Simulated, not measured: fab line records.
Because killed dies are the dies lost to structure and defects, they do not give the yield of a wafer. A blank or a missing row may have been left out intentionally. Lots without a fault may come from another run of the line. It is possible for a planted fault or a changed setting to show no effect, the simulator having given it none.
What tool caused it? -- flow n5-finfet -- 11 lots with 32 wafers sampled at 4 steps, on a route of 1938 steps

WHAT THE GAUGES READ, wafer by wafer
N5_PASSIVATION_CD_MEAS_44: target cd 40000 nm.
lot,measured,on,cd-nm (nm)
L452,day 12 13:12,cd-sem-02,40002 39995 40000
L451,day 13 07:27,cd-sem-01,39999 39999 40004
L456,day 13 17:07,cd-sem-01,40006 39998 39998
L457,day 14 00:09,cd-sem-02,40003 40006 40003
L458,day 14 20:18,cd-sem-03,40000 39996 40003
L460,day 14 21:06,cd-sem-01,40006 40005 40003
L461,day 15 15:37,cd-sem-01,40004 40004 40007
L465,day 16 01:28,cd-sem-03,39992 39996 39993
L467,day 16 14:55,cd-sem-02,40000 40002 40003
L469,day 16 22:37,cd-sem-03,39995 39999 39994
L470,day 17 04:19,cd-sem-03,40003 40005

WHICH TOOL RAN EACH LOT (tool, then ch and the chambers of the sampled wafers, then the start)
lot,N5_BEOL_M11_CVD_75,N5_PASSIVATION_DESCUM_12,N5_PASSIVATION_STRIP_34
L452,"cvd-co-02 ch 0,1,2, day 10 21:00","rie-diel-03 ch 0,1, day 12 08:29","rie-diel-02 ch 0,1,3, day 12 12:08"
L451,"cvd-co-01 ch 0,2, day 11 10:34","rie-diel-04 ch 1,2, day 13 03:27","rie-diel-02 ch 2,3, day 13 06:25"
L456,"cvd-co-01 ch 0,2, day 12 04:11","rie-diel-04 ch 0,1,3, day 13 12:43","rie-diel-05 ch 0,2,3, day 13 16:04"
L457,"cvd-co-02 ch 0,1, day 12 12:17","rie-diel-04 ch 0,2, day 13 18:49","rie-diel-05 ch 2,3, day 13 22:58"
L458,"cvd-co-01 ch 0,2, day 13 07:36","rie-diel-03 ch 1,2, day 14 15:58","rie-diel-02 ch 2,3, day 14 19:14"
L460,"cvd-co-01 ch 0,1, day 13 15:29","rie-diel-04 ch 1,2,3, day 14 17:31","rie-diel-02 ch 0,3, day 14 20:01"
L461,"cvd-co-01 ch 0,1,2, day 13 23:08","rie-diel-04 ch 1,2, day 15 11:14","rie-diel-05 ch 1,2, day 15 14:34"
L465,"cvd-co-01 ch 0,1,2, day 14 13:49","rie-diel-04 ch 0,1,2, day 15 21:47","rie-diel-01 ch 0,1,3, day 16 00:18"
L467,"cvd-co-02 ch 0,1,2, day 15 01:51","rie-diel-03 ch 0,2,3, day 16 11:49","rie-diel-02 ch 0,2,3, day 16 13:52"
L469,"cvd-co-01 ch 0,2, day 15 13:31","rie-diel-06 ch 0,2, day 16 18:28","rie-diel-05 ch 0,1,2, day 16 21:26"
L470,"cvd-co-02 ch 0,2, day 15 17:48","rie-diel-03 ch 1,2, day 17 01:00","rie-diel-02 ch 1,3, day 17 03:16"
- N5_BEOL_M11_CVD_75: deposits Co from CCTBA/H2, target thk 2 nm, time 138.9 s.
- N5_PASSIVATION_DESCUM_12: chemistry O2, time 7.9 s.
- N5_PASSIVATION_STRIP_34: strips in O2.

THE ANSWER, worked out from the rows above alone
Rule: usual is defined by the lots themselves. The widest of any qualifying gaps counts: lots, ordered by their means at a reading, are off when they make up no more than a third of the lots, leave a main group of 4 or more, and stand apart from it by 3 or more times the standard deviation of that group's means. Not used: any main group whose means are identical at the precision the tables above print for the reading. Also off: a lot with no number at a reading for which 4 or more lots have one. The other lots that the step has rows for count as sound.
No lot is off at any reading shown: from this, nothing can be told.

WHAT HAD BEEN PUT IN BY THE SIMULATOR
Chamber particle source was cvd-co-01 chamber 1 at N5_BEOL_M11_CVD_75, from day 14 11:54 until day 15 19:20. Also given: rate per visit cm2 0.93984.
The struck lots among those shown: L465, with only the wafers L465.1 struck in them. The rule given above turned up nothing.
